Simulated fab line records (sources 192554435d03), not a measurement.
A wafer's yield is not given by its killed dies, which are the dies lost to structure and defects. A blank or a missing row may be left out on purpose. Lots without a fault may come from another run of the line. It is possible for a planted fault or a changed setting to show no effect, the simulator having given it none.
Which tool did it? | flow n5 finfet | Sampling: 9 lots, 27 wafers, 6 of 1938 route steps

## WHAT THE GAUGES READ, wafer by wafer
N5_BEOL_M0_CUTY_CD_MEAS_57 targets a cd of 200 nm. Usual: 199.9 nm for cd nm, sd 0.97.
lot  | measured    | on        | cd nm (nm)        | flag
L667 | day 6 02:46 | cd sem-01 | 199.3 199.1 199.8 |
L669 | day 6 19:42 | cd sem-03 | 201.2 202.2 200.8 |
L670 | day 7 00:03 | cd sem-03 | 201.0 199.6 198.7 |
L672 | day 7 14:40 | cd sem-02 | 198.3 198.8 198.9 |
L675 | day 8 03:13 | cd sem-03 | 199.3 199.6 199.6 |
L676 | day 8 19:06 | cd sem-02 | 199.9 200.6 199.1 |
L677 | day 8 21:17 | cd sem-03 | 200.9 199.5 200.2 |
L678 | day 9 01:59 | cd sem-01 | 199.3 199.4 197.6 |
L679 | day 9 05:49 | cd sem-01 | 198.0 198.7 199.2 |

N5_BEOL_M0_CUTY_INSPECT_59: inspects for defects (macro). Usual: 2.2 for raw defect count, sd 1.4.
lot  | measured    | on                | raw defect count | flag
L667 | day 6 02:50 | defect inspect-01 | 4 1 2            |
L669 | day 6 19:45 | defect inspect-01 | 0 2 2            |
L670 | day 7 00:07 | defect inspect-02 | 7 3 0            |
L672 | day 7 14:44 | defect inspect-01 | 2 2 3            |
L675 | day 8 03:16 | defect inspect-01 | 2 2 3            |
L676 | day 8 19:09 | defect inspect-02 | 4 1 2            |
L677 | day 8 21:20 | defect inspect-01 | 1 1 2            |
L678 | day 9 02:02 | defect inspect-02 | 3 45 3           | OFF
L679 | day 9 05:53 | defect inspect-01 | 2 45 3           | OFF

N5_BEOL_M4_RC_MEAS_101. Usual: DIBL_N 36.0 mV/V, standard deviation 2.5; DIBL_P 36.7 mV/V, standard deviation 3; IOFF_N 0.16 nA/um, standard deviation 0.043; IOFF_P 0.21 nA/um, standard deviation 0.049; ION_N 673 uA/um, standard deviation 15; ION_P 461 uA/um, standard deviation 9.8; SS_N 71.5 mV/dec, standard deviation 0.83; SS_P 73.4 mV/dec, standard deviation 0.83; VT_N 250 mV, standard deviation 4; VT_P -251 mV, standard deviation 4.
lot  | measured     | on        | DIBL_N (mV/V)  | DIBL_P (mV/V)  | IOFF_N (nA/um) | IOFF_P (nA/um) | ION_N (uA/um) | ION_P (uA/um) | SS_N (mV/dec)  | SS_P (mV/dec)  | VT_N (mV)   | VT_P (mV)      | flag
L667 | day 8 12:34  | prober-02 | 36.6 38.3 34.3 | 37.3 38.7 34.4 | 0.18 0.20 0.13 | 0.19 0.22 0.16 | 697 686 676   | 468 459 463   | 71.9 72.2 70.9 | 74.1 74.5 73.0 | 248 247 254 | -254 -251 -255 |
L669 | day 8 18:52  | prober-01 | 29.9 35.4 32.0 | 30.0 36.9 32.9 | 0.09 0.16 0.11 | 0.13 0.22 0.17 | 677 671 675   | 470 467 475   | 69.7 71.6 71.5 | 71.6 72.5 71.8 | 256 245 254 | -257 -249 -250 |
L670 | day 9 00:22  | prober-01 | 40.5 32.2 38.0 | 41.9 32.5 39.1 | 0.23 0.09 0.18 | 0.29 0.15 0.24 | 687 647 681   | 465 452 465   | 72.0 69.8 71.5 | 73.8 71.4 73.0 | 244 258 248 | -245 -253 -247 |
L672 | day 9 20:40  | prober-02 | 30.3 31.6 36.3 | 32.5 34.5 39.7 | 0.10 0.12 0.23 | 0.14 0.16 0.26 | 645 651 681   | 441 453 464   | 71.2 70.9 73.6 | 71.8 72.6 73.7 | 256 252 244 | -257 -254 -246 |
L675 | day 10 04:03 | prober-02 | 39.1 37.2 34.3 | 38.4 37.8 34.9 | 0.18 0.15 0.12 | 0.22 0.21 0.18 | 668 665 651   | 457 455 456   | 72.7 71.9 70.4 | 74.4 73.5 73.3 | 251 251 254 | -251 -252 -255 |
L676 | day 11 02:02 | prober-02 | 39.5 35.1 37.1 | 40.3 34.3 36.4 | 0.23 0.14 0.19 | 0.28 0.19 0.21 | 685 686 678   | 460 473 457   | 72.8 70.6 71.6 | 74.4 73.1 73.3 | 245 252 247 | -247 -254 -253 |
L677 | day 10 21:15 | prober-02 | 34.1 34.7 35.0 | 31.5 31.4 31.5 | 0.12 0.11 0.13 | 0.19 0.18 0.20 | 685 651 662   | 473 455 466   | 70.1 71.0 70.8 | 72.6 72.2 72.7 | 253 256 253 | -250 -248 -248 |
L678 | day 10 23:24 | prober-01 | 38.9 33.3 36.2 | 38.3 32.8 35.1 | 0.19 0.10 0.14 | 0.23 0.16 0.18 | 687 648 654   | 462 446 446   | 72.6 70.9 72.4 | 74.1 72.7 73.5 | 248 258 253 | -250 -253 -251 |
L679 | day 11 03:30 | prober-01 | 41.8 34.5 35.7 | 41.4 32.9 33.3 | 0.27 0.13 0.13 | 0.32 0.18 0.18 | 684 668 650   | 462 462 447   | 73.2 70.4 71.9 | 74.9 72.5 73.4 | 247 251 256 | -244 -251 -251 |

## WHAT TOOL EACH LOT RAN ON (gives the tool, then ch and the chambers of the sampled wafers, and finally the start)
lot  | N5_BEOL_M0_SAQP_SPACER2_ETCHBACK_27 | N5_BEOL_M0_SAQP_STRIP_75          | N5_BEOL_M0_HM_OPEN_105
L667 | rie diel-03 ch 0,2,3, day 6 00:36   | rie diel-03 ch 0,1,2, day 6 02:23 | rie metal-02 ch 0,1, day 6 04:16
L669 | rie diel-03 ch 0,2,3, day 6 17:29   | rie diel-01 ch 2,3, day 6 19:18   | rie metal-02 ch 0,1, day 6 20:35
L670 | rie diel-02 ch 0,1,3, day 6 21:59   | rie diel-02 ch 0,2,3, day 6 23:40 | rie metal-02 ch 0,1, day 7 00:27
L672 | rie diel-03 ch 0,1, day 7 12:29     | rie diel-03 ch 0,1,3, day 7 14:17 | rie metal-02 ch 0,1, day 7 17:28
L675 | rie diel-02 ch 0,3, day 8 01:06     | rie diel-03 ch 0,2,3, day 8 02:49 | rie metal-03 ch 0,1, day 8 05:05
L676 | rie diel-02 ch 0,1,3, day 8 15:50   | rie diel-02 ch 0,2,3, day 8 18:50 | rie metal-03 ch 0,1, day 8 22:23
L677 | rie diel-01 ch 0,1,2, day 8 19:18   | rie diel-01 ch 0,3, day 8 21:01   | rie metal-02 ch 0,1, day 8 22:18
L678 | rie diel-02 ch 0,2, day 8 22:10     | rie diel-01 ch 0,1, day 9 01:35   | rie metal-01 ch 0,1, day 9 02:49
L679 | rie diel-02 ch 0,1,3, day 9 03:53   | rie diel-03 ch 0,1,3, day 9 05:26 | rie metal-02 ch 0,1, day 9 06:26
- N5_BEOL_M0_SAQP_SPACER2_ETCHBACK_27: etches SiO2 in CHF3/O2, target depth 22.5 nm, time 11.25 s.
- N5_BEOL_M0_SAQP_STRIP_75: strips in CF4.
- N5_BEOL_M0_HM_OPEN_105: chemistry Cl2/BCl3, target TiN, target depth 12 nm.

## AS READ BY THE TOOLS THEMSELVES (means over the sampled wafers that have a number; for cases with no such wafer, the mark the record gives instead)
N5_BEOL_M0_SAQP_SPACER2_ETCHBACK_27. Usual: chamber pressure mTorr 29.999 mTorr, standard deviation 0.03; drypump motor current A 5.7 A, standard deviation 0.45; oes product au 0.76 a.u., standard deviation 0.066; rf vpp V 524 V, standard deviation 18; showerhead plenum p Torr 2.40 Torr, standard deviation 0.094; throttle valve pct 18.95 %, standard deviation 0.24.
lot  | tool        | chamber pressure mTorr (mTorr) | drypump motor current A (A) | oes product au (a.u.) | rf vpp V (V) | showerhead plenum p Torr (Torr) | throttle valve pct (%) | flag
L667 | rie diel-03 | 29.988                         | 5.3                         | 0.73                  | 518          | 2.45                            | 19.18                  |
L669 | rie diel-03 | 29.968                         | 5.3                         | 0.73                  | 517          | 2.45                            | 19.19                  |
L670 | rie diel-02 | 30.013                         | 5.7                         | 0.83                  | 521          | 2.45                            | 18.79                  |
L672 | rie diel-03 | 30.025                         | 5.7                         | 0.74                  | 515          | 2.37                            | 19.23                  |
L675 | rie diel-02 | 30.001                         | 5.4                         | 0.87                  | 516          | 2.50                            | 18.75                  |
L676 | rie diel-02 | 30.019                         | 5.7                         | 0.81                  | 521          | 2.44                            | 18.82                  |
L677 | rie diel-01 | 30.009                         | 5.9                         | 0.76                  | 522          | 2.37                            | 18.86                  |
L678 | rie diel-02 | 30.019                         | 5.5                         | 0.76                  | 534          | 2.30                            | 18.79                  |
L679 | rie diel-02 | 29.978                         | 5.7                         | 0.81                  | 520          | 2.44                            | 18.82                  |

N5_BEOL_M0_SAQP_STRIP_75. Usual: chamber pressure mTorr 50.00 mTorr, standard deviation 0.045; drypump motor current A 5.7 A, standard deviation 0.48; oes product au 0.175 a.u., standard deviation 0.017; rf vpp V 271.1 V, standard deviation 1.7; showerhead plenum p Torr 1.79 Torr, standard deviation 0.051; throttle valve pct 13.66 %, standard deviation 0.27.
lot  | tool        | chamber pressure mTorr (mTorr) | drypump motor current A (A) | oes product au (a.u.) | rf vpp V (V) | showerhead plenum p Torr (Torr) | throttle valve pct (%) | flag
L667 | rie diel-03 | 49.99                          | 5.5                         | 0.172                 | 271.6        | 1.79                            | 13.83                  |
L669 | rie diel-01 | 50.03                          | 6.0                         | 0.167                 | 271.3        | 1.80                            | 13.95                  |
L670 | rie diel-02 | 50.02                          | 5.4                         | 0.192                 | 270.4        | 1.79                            | 13.42                  |
L672 | rie diel-03 | 50.01                          | 5.5                         | 0.165                 | 271.1        | 1.78                            | 13.85                  |
L675 | rie diel-03 | 49.98                          | 5.3                         | 0.167                 | 271.9        | 1.82                            | 13.87                  |
L676 | rie diel-02 | 50.03                          | 5.4                         | 0.186                 | 270.6        | 1.78                            | 13.46                  |
L677 | rie diel-01 | 49.95                          | 5.9                         | 0.190                 | 272.1        | 1.83                            | 13.47                  |
L678 | rie diel-01 | 49.98                          | 5.9                         | 0.193                 | 271.1        | 1.79                            | 13.38                  |
L679 | rie diel-03 | 49.98                          | 5.5                         | 0.168                 | 270.6        | 1.77                            | 13.89                  |

N5_BEOL_M0_HM_OPEN_105. Usual: chamber pressure mTorr 10.001 mTorr, standard deviation 0.0092; drypump motor current A 5.48 A, standard deviation 0.19; mfc cl2 sccm 53.30 sccm, standard deviation 0.17; oes product au 0.78 a.u., standard deviation 0.12; throttle valve pct 21.99 %, standard deviation 0.16.
lot  | tool         | chamber pressure mTorr (mTorr) | drypump motor current A (A) | mfc cl2 sccm (sccm) | oes product au (a.u.) | throttle valve pct (%) | flag
L667 | rie metal-02 | 10.006                         | 5.45                        | 53.26               | 0.70                  | 22.05                  |
L669 | rie metal-02 | 9.998                          | 5.41                        | 53.45               | 0.79                  | 22.06                  |
L670 | rie metal-02 | 9.998                          | 5.42                        | 53.41               | 0.81                  | 22.05                  |
L672 | rie metal-02 | 9.998                          | 5.43                        | 53.04               | 0.69                  | 22.05                  |
L675 | rie metal-03 | 9.999                          | 5.41                        | 53.27               | 0.71                  | 22.13                  |
L676 | rie metal-03 | 10.004                         | 5.38                        | 53.27               | 0.71                  | 22.13                  |
L677 | rie metal-02 | 10.001                         | 5.39                        | 53.19               | 0.78                  | 22.06                  |
L678 | rie metal-01 | 10.002                         | 5.78                        | 53.47               | 0.80                  | 21.81                  |
L679 | rie metal-02 | 10.009                         | 5.43                        | 53.35               | 0.68                  | 22.06                  |

## THE ANSWER, worked out from the rows above alone
Rule: a lot is off if the mean of its wafers that have a number lies more than 3 standard deviations from the usual mean. Also off: a lot with no number at a reading for which 4 or more lots have one. All remaining lots with rows at the step are treated as sound. Order of review: gauges by route order, followed by the tools' own readings, for which a lot's mean as printed above is used. The first step at which some lot is off is used, and at that step the reading that is off furthest; a lot without a number counts as furthest.
Off: L678, L679, at N5_BEOL_M0_CUTY_INSPECT_59 (raw defect count).
A tool fits if, at a process step before that reading, it ran every lot that is off, and no sound lot after the first of them. The gauges at N5_BEOL_M0_CUTY_INSPECT_59 are tried like those tools. One fits: N5_BEOL_M0_SAQP_SPACER2_ETCHBACK_27 on rie diel-02. Its last sound lot is L676 (day 8 15:50), its first lot that is off L678 (day 8 22:10): a fault that began between those two fits.

## WHAT THE SIMULATOR PUT IN
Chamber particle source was rie diel-02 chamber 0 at N5_BEOL_M0_SAQP_SPACER2_ETCHBACK_27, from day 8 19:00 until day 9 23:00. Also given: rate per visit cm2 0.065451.
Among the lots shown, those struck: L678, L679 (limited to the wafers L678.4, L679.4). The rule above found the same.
